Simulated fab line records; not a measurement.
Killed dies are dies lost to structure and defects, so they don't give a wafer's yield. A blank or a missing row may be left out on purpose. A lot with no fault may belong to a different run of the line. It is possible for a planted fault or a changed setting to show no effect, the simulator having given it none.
What tool caused it? + flow nand_harc + Sampling: 24 lots, 72 wafers, 6 of 1302 route steps

== WHAT THE GAUGES SHOWED, per wafer ==
NHARC_P_M2_THK_MEAS_24: measures by xrf. Usual: thk_nm reads 144.5 nm (standard deviation 1.5).
| lot  | measured     | on            | thk_nm (nm)       | flag |
|------|--------------|---------------|-------------------|------|
| L074 | day 6 11:44  | film_metro-01 | 142.8 144.1 145.8 |      |
| L075 | day 7 01:34  | film_metro-01 | 145.8 146.8 144.2 |      |
| L076 | day 7 12:42  | film_metro-01 | 146.0 142.6 146.6 |      |
| L077 | day 7 20:11  | film_metro-02 | 142.3 145.9 144.8 |      |
| L079 | day 8 14:41  | film_metro-02 | 145.4 145.5 143.4 |      |
| L078 | day 8 15:01  | film_metro-02 | 144.2 144.7 142.3 |      |
| L080 | day 9 08:29  | film_metro-01 | 146.7 142.4 141.0 |      |
| L081 | day 9 14:13  | film_metro-02 | 144.4 145.4 142.5 |      |
| L082 | day 9 20:50  | film_metro-01 | 146.6 142.6 141.1 |      |
| L083 | day 10 07:17 | film_metro-01 | 143.3 144.6 143.1 |      |
| L084 | day 11 00:35 | film_metro-02 | 146.6 144.2 144.0 |      |
| L085 | day 11 06:01 | film_metro-02 | 143.2 143.5 145.9 |      |
| L086 | day 11 10:09 | film_metro-01 | 143.6 145.9 144.3 |      |
| L087 | day 11 17:02 | film_metro-02 | 146.6 144.7 143.7 |      |
| L089 | day 12 12:49 | film_metro-01 | 146.1 146.5 148.7 |      |
| L088 | day 12 13:48 | film_metro-02 | 143.6 142.4 141.7 |      |
| L090 | day 13 04:55 | film_metro-02 | 143.3 144.2 144.8 |      |
| L091 | day 13 12:59 | film_metro-01 | 143.1 144.4 144.1 |      |
| L092 | day 14 05:53 | film_metro-01 | 144.3 143.9 143.9 |      |
| L093 | day 14 06:38 | film_metro-01 | 145.0 145.2 146.1 |      |
| L094 | day 14 21:08 | film_metro-01 | 143.6 143.9 145.0 |      |
| L095 | day 15 09:53 | film_metro-01 | 142.5 144.7 145.4 |      |
| L096 | day 15 18:41 | film_metro-02 | 146.0 144.7 143.3 |      |
| L097 | day 16 03:18 | film_metro-02 | 145.4 142.4 147.6 |      |

NHARC_A_ONON_D1_THK_MEAS_14: measures by ellipsometry. Usual: thk_nm reads 1000 nm (standard deviation 8.6).
| lot  | measured     | on            | thk_nm (nm)    | flag |
|------|--------------|---------------|----------------|------|
| L074 | day 7 22:47  | film_metro-01 | 995 997 995    |      |
| L075 | day 8 08:59  | film_metro-01 | 1003 1003 1003 |      |
| L076 | day 8 22:17  | film_metro-02 | 995 993 996    |      |
| L077 | day 9 02:52  | film_metro-01 | 987 988 986    |      |
| L079 | day 9 21:33  | film_metro-02 | 997 997 1000   |      |
| L078 | day 9 21:32  | film_metro-01 | 1002 1002 1002 |      |
| L080 | day 10 19:07 | film_metro-02 | 1009 1009 1011 |      |
| L081 | day 10 19:07 | film_metro-01 | 993 991 990    |      |
| L082 | day 11 04:14 | film_metro-01 | 1015 1014 1016 |      |
| L083 | day 11 13:38 | film_metro-02 | 1016 1015 1015 |      |
| L084 | day 12 06:38 | film_metro-02 | 986 987 987    |      |
| L085 | day 12 15:41 | film_metro-01 | 1005 1005 1005 |      |
| L086 | day 12 15:55 | film_metro-01 | 1002 1001 1002 |      |
| L087 | day 13 02:50 | film_metro-02 | 1013 1015 1013 |      |
| L089 | day 13 20:23 | film_metro-02 | 1006 1006 1003 |      |
| L088 | day 13 20:22 | film_metro-01 | 1005 1006 1005 |      |
| L090 | day 14 12:49 | film_metro-01 | 993 992 993    |      |
| L091 | day 14 20:36 | film_metro-02 | 995 993 993    |      |
| L092 | day 15 11:22 | film_metro-02 | 997 997 998    |      |
| L093 | day 15 11:22 | film_metro-01 | 997 998 998    |      |
| L094 | day 16 06:38 | film_metro-01 | 1011 1010 1011 |      |
| L095 | day 16 16:01 | film_metro-01 | 1012 1012 1009 |      |
| L096 | day 17 00:29 | film_metro-01 | 990 989 989    |      |
| L097 | day 17 11:31 | film_metro-02 | 993 994 992    |      |

NHARC_A_ONON_D1_THK_MEAS_21: measures by ellipsometry. Usual: thk_nm reads 999 nm (standard deviation 8.9).
| lot  | measured     | on            | thk_nm (nm)    | flag |
|------|--------------|---------------|----------------|------|
| L074 | day 8 10:21  | film_metro-02 | 996 997 1000   |      |
| L075 | day 8 17:18  | film_metro-01 | 993 996 997    |      |
| L076 | day 9 07:04  | film_metro-01 | 1008 1009 1008 |      |
| L077 | day 9 13:05  | film_metro-02 | 1000 1001 999  |      |
| L079 | day 10 05:55 | film_metro-01 | 988 988 988    |      |
| L078 | day 10 05:54 | film_metro-02 | 1022 1023 1024 |      |
| L080 | day 11 07:08 | film_metro-01 | 998 997 996    |      |
| L081 | day 11 07:08 | film_metro-02 | 1001 1001 1002 |      |
| L082 | day 11 15:00 | film_metro-02 | 997 998 999    |      |
| L083 | day 11 21:58 | film_metro-02 | 1008 1011 1011 |      |
| L084 | day 12 14:59 | film_metro-02 | 988 988 989    |      |
| L085 | day 13 00:05 | film_metro-01 | 988 989 989    |      |
| L086 | day 13 00:04 | film_metro-02 | 984 986 984    |      |
| L087 | day 13 11:11 | film_metro-01 | 997 996 995    |      |
| L089 | day 14 04:43 | film_metro-02 | 1011 1012 1011 |      |
| L088 | day 14 04:43 | film_metro-01 | 991 992 990    |      |
| L090 | day 14 21:10 | film_metro-02 | 998 998 997    |      |
| L091 | day 15 04:58 | film_metro-02 | 1006 1004 1003 |      |
| L092 | day 15 22:15 | film_metro-02 | 994 994 995    |      |
| L093 | day 15 22:14 | film_metro-01 | 1006 1006 1008 |      |
| L094 | day 16 14:58 | film_metro-01 | 991 991 991    |      |
| L095 | day 17 00:23 | film_metro-01 | 1009 1005 1007 |      |
| L096 | day 17 11:13 | film_metro-01 | 995 996 996    |      |
| L097 | day 17 19:52 | film_metro-02 | 1006 1006 1006 |      |

NHARC_A_ONON_D1_THK_MEAS_27: measures by ellipsometry. Usual: thk_nm reads 1004 nm (standard deviation 13).
| lot  | measured     | on            | thk_nm (nm)    | flag |
|------|--------------|---------------|----------------|------|
| L074 | day 8 11:28  | film_metro-01 | 998 998 999    |      |
| L075 | day 8 18:26  | film_metro-02 | 1004 1003 1002 |      |
| L076 | day 9 08:12  | film_metro-02 | 1015 1015 1016 |      |
| L077 | day 9 14:13  | film_metro-01 | 1019 1020 1018 |      |
| L079 | day 10 07:03 | film_metro-02 | 1012 1013 1012 |      |
| L078 | day 10 07:01 | film_metro-02 | 1006 1007 1006 |      |
| L080 | day 11 08:17 | film_metro-01 | 1012 1011 1013 |      |
| L081 | day 11 08:16 | film_metro-01 | 970 967 968    |      |
| L082 | day 11 16:08 | film_metro-01 | 998 998 1000   |      |
| L083 | day 11 23:06 | film_metro-01 | 1008 1009 1010 |      |
| L084 | day 12 16:07 | film_metro-01 | 983 981 981    |      |
| L085 | day 13 01:13 | film_metro-01 | 1018 1019 1019 |      |
| L086 | day 13 01:12 | film_metro-02 | 1011 1011 1012 |      |
| L087 | day 13 12:19 | film_metro-01 | 1017 1015 1017 |      |
| L089 | day 14 05:51 | film_metro-02 | 1008 1010 1009 |      |
| L088 | day 14 05:51 | film_metro-02 | 998 997 999    |      |
| L090 | day 14 22:19 | film_metro-01 | 982 983 986    |      |
| L091 | day 15 06:07 | film_metro-01 | 1021 1021 1021 |      |
| L092 | day 15 23:23 | film_metro-02 | 1002 1003 1002 |      |
| L093 | day 15 23:22 | film_metro-01 | 996 997 994    |      |
| L094 | day 16 16:07 | film_metro-01 | 1010 1007 1010 |      |
| L095 | day 17 01:31 | film_metro-01 | 1009 1010 1010 |      |
| L096 | day 17 12:20 | film_metro-01 | 1000 997 997   |      |
| L097 | day 17 20:59 | film_metro-02 | 991 991 991    |      |

== WHICH TOOL RAN EACH LOT (tool, then ch and the chambers of the sampled wafers, then the start) ==
| lot  | NHARC_P_M2_ANNEAL_31             | NHARC_P_BONDPAD_ANNEAL_28        |
|------|----------------------------------|----------------------------------|
| L074 | rtp_anneal-02 ch 0, day 6 11:01  | rtp_anneal-01 ch 0, day 6 15:43  |
| L075 | rtp_anneal-02 ch 0, day 7 00:58  | rtp_anneal-02 ch 0, day 7 05:18  |
| L076 | rtp_anneal-02 ch 0, day 7 12:09  | rtp_anneal-02 ch 0, day 7 16:37  |
| L077 | rtp_anneal-01 ch 0, day 7 19:38  | rtp_anneal-02 ch 0, day 8 00:02  |
| L079 | rtp_anneal-02 ch 0, day 8 14:02  | rtp_anneal-01 ch 0, day 8 18:31  |
| L078 | rtp_anneal-02 ch 0, day 8 14:23  | rtp_anneal-01 ch 0, day 8 18:58  |
| L080 | rtp_anneal-01 ch 0, day 9 07:52  | rtp_anneal-02 ch 0, day 9 12:24  |
| L081 | rtp_anneal-02 ch 0, day 9 13:33  | rtp_anneal-02 ch 0, day 9 18:02  |
| L082 | rtp_anneal-01 ch 0, day 9 20:11  | rtp_anneal-01 ch 0, day 10 00:41 |
| L083 | rtp_anneal-02 ch 0, day 10 06:44 | rtp_anneal-02 ch 0, day 10 11:16 |
| L084 | rtp_anneal-01 ch 0, day 10 23:59 | rtp_anneal-02 ch 0, day 11 04:30 |
| L085 | rtp_anneal-02 ch 0, day 11 05:20 | rtp_anneal-01 ch 0, day 11 09:50 |
| L086 | rtp_anneal-02 ch 0, day 11 09:29 | rtp_anneal-02 ch 0, day 11 13:59 |
| L087 | rtp_anneal-01 ch 0, day 11 16:31 | rtp_anneal-01 ch 0, day 11 21:00 |
| L089 | rtp_anneal-01 ch 0, day 12 12:10 | rtp_anneal-01 ch 0, day 12 16:50 |
| L088 | rtp_anneal-01 ch 0, day 12 13:11 | rtp_anneal-02 ch 0, day 12 17:40 |
| L090 | rtp_anneal-02 ch 0, day 13 04:16 | rtp_anneal-02 ch 0, day 13 08:44 |
| L091 | rtp_anneal-02 ch 0, day 13 12:22 | rtp_anneal-02 ch 0, day 13 16:53 |
| L092 | rtp_anneal-01 ch 0, day 14 05:13 | rtp_anneal-02 ch 0, day 14 09:38 |
| L093 | rtp_anneal-01 ch 0, day 14 05:58 | rtp_anneal-02 ch 0, day 14 10:28 |
| L094 | rtp_anneal-01 ch 0, day 14 20:28 | rtp_anneal-02 ch 0, day 15 01:07 |
| L095 | rtp_anneal-01 ch 0, day 15 08:54 | rtp_anneal-02 ch 0, day 15 13:40 |
| L096 | rtp_anneal-02 ch 0, day 15 18:07 | rtp_anneal-01 ch 0, day 15 22:34 |
| L097 | rtp_anneal-01 ch 0, day 16 02:38 | rtp_anneal-02 ch 0, day 16 07:08 |
- NHARC_P_M2_ANNEAL_31: time 90 s.
- NHARC_P_BONDPAD_ANNEAL_28: time 90 s.

== AS READ BY THE TOOLS THEMSELVES (means over the sampled wafers that have a number; for cases with no such wafer, the mark the record gives instead) ==
NHARC_P_M2_ANNEAL_31. Usual: anneal_temp_c 225.01 C, standard deviation 0.17; wafer_temp_C_max 226.8, standard deviation 0.31.
| lot  | tool          | anneal_temp_c (C) | wafer_temp_C_max | flag |
|------|---------------|-------------------|------------------|------|
| L074 | rtp_anneal-02 | 225.01            | 227.2            |      |
| L075 | rtp_anneal-02 | 225.06            | 226.6            |      |
| L076 | rtp_anneal-02 | 225.16            | 226.8            |      |
| L077 | rtp_anneal-01 | 224.91            | 226.9            |      |
| L079 | rtp_anneal-02 | 225.20            | 226.7            |      |
| L078 | rtp_anneal-02 | 225.12            | 226.7            |      |
| L080 | rtp_anneal-01 | 225.21            | 227.1            |      |
| L081 | rtp_anneal-02 | 224.70            | 226.8            |      |
| L082 | rtp_anneal-01 | 225.04            | 226.5            |      |
| L083 | rtp_anneal-02 | 224.99            | 226.9            |      |
| L084 | rtp_anneal-01 | 224.98            | 226.7            |      |
| L085 | rtp_anneal-02 | 225.23            | 226.7            |      |
| L086 | rtp_anneal-02 | 224.98            | 226.7            |      |
| L087 | rtp_anneal-01 | 224.92            | 226.7            |      |
| L089 | rtp_anneal-01 | 224.80            | 226.7            |      |
| L088 | rtp_anneal-01 | 224.93            | 226.6            |      |
| L090 | rtp_anneal-02 | 225.05            | 226.7            |      |
| L091 | rtp_anneal-02 | 225.11            | 226.7            |      |
| L092 | rtp_anneal-01 | 225.18            | 226.9            |      |
| L093 | rtp_anneal-01 | 225.09            | 227.1            |      |
| L094 | rtp_anneal-01 | 225.06            | 226.8            |      |
| L095 | rtp_anneal-01 | 224.74            | 226.6            |      |
| L096 | rtp_anneal-02 | 225.12            | 226.3            |      |
| L097 | rtp_anneal-01 | 225.07            | 226.9            |      |

NHARC_P_BONDPAD_ANNEAL_28. Usual: anneal_temp_c 225.02 C, standard deviation 0.18; wafer_temp_C_max 226.7, standard deviation 0.36.
| lot  | tool          | anneal_temp_c (C) | wafer_temp_C_max | flag |
|------|---------------|-------------------|------------------|------|
| L074 | rtp_anneal-01 | 224.97            | 226.9            |      |
| L075 | rtp_anneal-02 | 225.07            | 226.7            |      |
| L076 | rtp_anneal-02 | 225.03            | 226.9            |      |
| L077 | rtp_anneal-02 | 225.02            | 226.8            |      |
| L079 | rtp_anneal-01 | 225.34            | 227.0            |      |
| L078 | rtp_anneal-01 | 225.22            | 226.7            |      |
| L080 | rtp_anneal-02 | 224.86            | 226.8            |      |
| L081 | rtp_anneal-02 | 225.16            | 226.3            |      |
| L082 | rtp_anneal-01 | 224.88            | 226.6            |      |
| L083 | rtp_anneal-02 | 224.94            | 226.7            |      |
| L084 | rtp_anneal-02 | 225.03            | 226.4            |      |
| L085 | rtp_anneal-01 | 225.30            | 226.8            |      |
| L086 | rtp_anneal-02 | 225.08            | 226.7            |      |
| L087 | rtp_anneal-01 | 224.93            | 226.5            |      |
| L089 | rtp_anneal-01 | 224.97            | 227.3            |      |
| L088 | rtp_anneal-02 | 224.76            | 226.5            |      |
| L090 | rtp_anneal-02 | 224.74            | 226.3            |      |
| L091 | rtp_anneal-02 | 224.98            | 226.2            |      |
| L092 | rtp_anneal-02 | 225.27            | 226.6            |      |
| L093 | rtp_anneal-02 | 224.82            | 226.4            |      |
| L094 | rtp_anneal-02 | 225.11            | 227.0            |      |
| L095 | rtp_anneal-02 | 225.01            | 227.1            |      |
| L096 | rtp_anneal-01 | 224.93            | 226.3            |      |
| L097 | rtp_anneal-02 | 224.94            | 226.7            |      |

== THE ANSWER, worked out from the rows above alone ==
Rule: a lot is off if the mean of its wafers that have a number lies more than 3 standard deviations from the usual mean. Also off: a lot with no number at a reading for which 4 or more lots have one. Any other lot the step has rows for is counted as sound. Order of review: gauges by route order, followed by the tools' own readings, for which a lot's mean as printed above is used. At the first step where some lot is off, the reading lying furthest off is the one used; lots without a number count as furthest.
No lot is off at any reading shown: from this, nothing can be told.

== WHAT WAS PUT IN BY THE SIMULATOR ==
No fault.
